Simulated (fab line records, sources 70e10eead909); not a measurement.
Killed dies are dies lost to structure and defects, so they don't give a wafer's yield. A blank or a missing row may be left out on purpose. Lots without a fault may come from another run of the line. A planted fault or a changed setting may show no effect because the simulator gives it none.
A struck lot beside a sound one | flow nand_harc | 13 steps out of a route of 1302
Sound: wafers L418.2, L418.4, L418.6. Struck: wafers L409.2, L409.5, L409.6. The cause comes at the end.
At each step with rows: each side's tool, then ch and its chambers, then its first start. Under that, the readings that differ: sound wafers | struck wafers | difference of the means | sigmas: that difference in standard deviations of wafers without a fault.
alike: readings whose means differ by less than 2 such deviations, and words and numbers that are the same on both sides. not compared: withheld readings, readings that some wafer has no value for, bounds like >300 that may hide the same value, and numbers for which the record gives no deviation and whose values overlap.
The two part at a step that has a row with sigmas, a row that says differs or no value, or rows on one side only. Numbers that don't overlap but have no deviation are shown without sigmas and don't part them. A reading that every wafer of one side lacks parts them only if that side has two wafers or more.

NHARC_P_START_INSPECT_01:
  sound on defect_inspect-01, day 9 08:02; struck on defect_inspect-02, day 5 14:03
  alike: raw_defect_count
then, 11 steps without rows for these wafers: NHARC_P_ZERO_WELL_PRECLEAN_00 (cleans in SPM, time 600 s); NHARC_P_ZERO_WELL_SRD_01; NHARC_P_ZERO_WELL_PECVD_02 (deposits SiO2, target thk 10 nm); NHARC_P_ZERO_WELL_DEHYDRATE_03 (time 120 s); NHARC_P_ZERO_WELL_HMDS_04 (time 30 s); NHARC_P_ZERO_WELL_COAT_64 (time 65 s); NHARC_P_ZERO_WELL_COAT_05 (resist thk 600 nm); NHARC_P_ZERO_WELL_SOFTBAKE_06 (time 70 s); NHARC_P_ZERO_WELL_EBR_07; NHARC_P_ZERO_WELL_EXPOSE_08 (exposes mask P ZERO, target cd 500 nm); NHARC_P_ZERO_WELL_PEB_09 (peb time 80 s).
NHARC_P_ZERO_WELL_DEVELOP_10: time 50 s.
  sound on litho_track-07 ch 0, day 9 09:00; struck on litho_track-03, day 5 15:00
  no value came back on the struck wafers for chill_plate_temp_C (C), developer_temp_C (C); on the sound wafers chill_plate_temp_C (C) reads 22.89 22.97 23.07

WHERE THEY PART
Only at NHARC_P_ZERO_WELL_DEVELOP_10, within this record.

WHY: what the simulator had put in
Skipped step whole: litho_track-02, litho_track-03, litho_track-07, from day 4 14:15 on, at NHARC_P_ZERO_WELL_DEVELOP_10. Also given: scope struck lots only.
